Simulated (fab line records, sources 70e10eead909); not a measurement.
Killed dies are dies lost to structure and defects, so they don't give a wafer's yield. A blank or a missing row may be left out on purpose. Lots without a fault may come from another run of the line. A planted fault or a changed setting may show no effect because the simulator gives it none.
Tool commonality check | flow nand_harc | 12 lots, 36 wafers sampled

WHY IT WAS OPENED
At NHARC_P_STI_CD_MEAS_09 the reading cd_nm is flagged on 1 of 12 lots. Wafers without a fault read 199.2 nm, standard deviation 2.9.
Rule: a lot is flagged when every wafer of it that has a number lies more than 4 standard deviations from that mean, or none has a number. The other lots count as sound.

lot  | measured    | on        | cd_nm (nm), wafer by wafer | flag
L955 | day 2 11:50 | cd_sem-02 | 192.6 199.8 203.5          |
L958 | day 3 11:22 | cd_sem-01 | 191.7 194.3 195.4          |
L960 | day 3 17:34 | cd_sem-02 | 200.3 204.3 198.2          |
L962 | day 4 06:45 | cd_sem-01 | 203.3 202.5 196.4          |
L965 | day 4 22:59 | cd_sem-03 | 216.8 214.2 217.4          | FLAGGED
L967 | day 5 13:44 | cd_sem-01 | 203.2 200.7 199.1          |
L970 | day 6 04:46 | cd_sem-03 | 200.5 195.1 203.5          |
L973 | day 7 08:18 | cd_sem-03 | 197.2 193.5 199.0          |
L975 | day 7 08:20 | cd_sem-02 | 201.7 200.5 200.0          |
L976 | day 7 18:33 | cd_sem-02 | 196.2 203.4 197.5          |
L977 | day 7 22:53 | cd_sem-02 | 202.4 203.1 199.2          |
L978 | day 8 06:33 | cd_sem-03 | 201.1 201.0 199.5          |
The numbers of the flagged lots are 216.1 nm on average: +16.9 nm against the usual, or +6 standard deviations.

WHICH TOOL RAN EACH LOT
The record holds 2 process steps before the reading, out of a route of 1159 steps. In each cell: the tool, then ch and the chambers that the sampled wafers went through, then the start.
lot  | flag    | NHARC_P_ZERO_WELL_ETCH_65         | NHARC_P_STI_EXPOSE_06
L955 |         | rie_diel-05 ch 0,1,3, day 1 13:22 | krf_scanner-01 ch 0, day 2 11:40
L958 |         | rie_diel-10 ch 0,3, day 2 07:29   | krf_scanner-03 ch 0, day 3 11:13
L960 |         | rie_diel-05 ch 0,1,2, day 2 19:26 | krf_scanner-01 ch 0, day 3 17:25
L962 |         | rie_diel-06 ch 0,3, day 3 07:30   | krf_scanner-01 ch 0, day 4 06:36
L965 | FLAGGED | rie_diel-06 ch 1,2,3, day 4 01:29 | krf_scanner-01 ch 0, day 4 22:50
L967 |         | rie_diel-05 ch 0,1,2, day 4 13:29 | krf_scanner-04 ch 0, day 5 13:35
L970 |         | rie_diel-06 ch 0,2,3, day 5 07:22 | krf_scanner-03 ch 0, day 6 04:36
L973 |         | rie_diel-06 ch 0,1,3, day 6 01:31 | krf_scanner-01 ch 0, day 7 08:09
L975 |         | rie_diel-10 ch 0,2,3, day 6 13:30 | krf_scanner-01 ch 0, day 7 08:11
L976 |         | rie_diel-06 ch 0,2,3, day 6 19:29 | krf_scanner-04 ch 0, day 7 18:23
L977 |         | rie_diel-06 ch 0,2,3, day 7 01:31 | krf_scanner-01 ch 0, day 7 22:44
L978 |         | rie_diel-05 ch 1,3, day 7 07:29   | krf_scanner-01 ch 0, day 8 06:24
What these steps do:
- NHARC_P_ZERO_WELL_ETCH_65: etches the open film in N2/H2, target depth 80 nm, overetch 24 nm, time 87.88 s.
- NHARC_P_STI_EXPOSE_06: exposes mask P STI, target cd 200 nm.
- NHARC_P_STI_CD_MEAS_09: target cd 200 nm.

FLAGGED OVER TOTAL, TOOL BY TOOL (the gauges that took the reading come last)
step                      | tool           | lots run | flagged | share of the flagged lots | sound lots run after its first flagged lot
NHARC_P_ZERO_WELL_ETCH_65 | rie_diel-05    | 4        | 0       | none                      | -
NHARC_P_ZERO_WELL_ETCH_65 | rie_diel-06    | 6        | 1       | all                       | 4 (L970,L973,L976,L977)
NHARC_P_ZERO_WELL_ETCH_65 | rie_diel-10    | 2        | 0       | none                      | -
NHARC_P_STI_EXPOSE_06     | krf_scanner-01 | 8        | 1       | all                       | 4 (L973,L975,L977,L978)
NHARC_P_STI_EXPOSE_06     | krf_scanner-03 | 2        | 0       | none                      | -
NHARC_P_STI_EXPOSE_06     | krf_scanner-04 | 2        | 0       | none                      | -
NHARC_P_STI_CD_MEAS_09    | cd_sem-01      | 3        | 0       | none                      | -
NHARC_P_STI_CD_MEAS_09    | cd_sem-02      | 5        | 0       | none                      | -
NHARC_P_STI_CD_MEAS_09    | cd_sem-03      | 4        | 1       | all                       | 3 (L970,L973,L978)

WHAT THE TABLE ALLOWS
3 rows of the table ran every flagged lot: rie_diel-06 at NHARC_P_ZERO_WELL_ETCH_65, krf_scanner-01 at NHARC_P_STI_EXPOSE_06, cd_sem-03 at NHARC_P_STI_CD_MEAS_09.
- rie_diel-06 at NHARC_P_ZERO_WELL_ETCH_65: 1 of its 6 lots flagged. Sound lots ran on it after the first flagged one (L970, L973, L976, L977), which a lasting fault on the whole tool wouldn't allow.
- krf_scanner-01 at NHARC_P_STI_EXPOSE_06: 1 of its 8 lots flagged. Sound lots ran on it after the first flagged one (L973, L975, L977, L978), which a lasting fault on the whole tool wouldn't allow.
- cd_sem-03 at NHARC_P_STI_CD_MEAS_09: 1 of its 4 lots flagged. Sound lots ran on it after the first flagged one (L970, L973, L978), which a lasting fault on the whole tool wouldn't allow.
No row of the table ran every flagged lot and no sound lot after the first.

WHAT THE SIMULATOR HAD PUT IN
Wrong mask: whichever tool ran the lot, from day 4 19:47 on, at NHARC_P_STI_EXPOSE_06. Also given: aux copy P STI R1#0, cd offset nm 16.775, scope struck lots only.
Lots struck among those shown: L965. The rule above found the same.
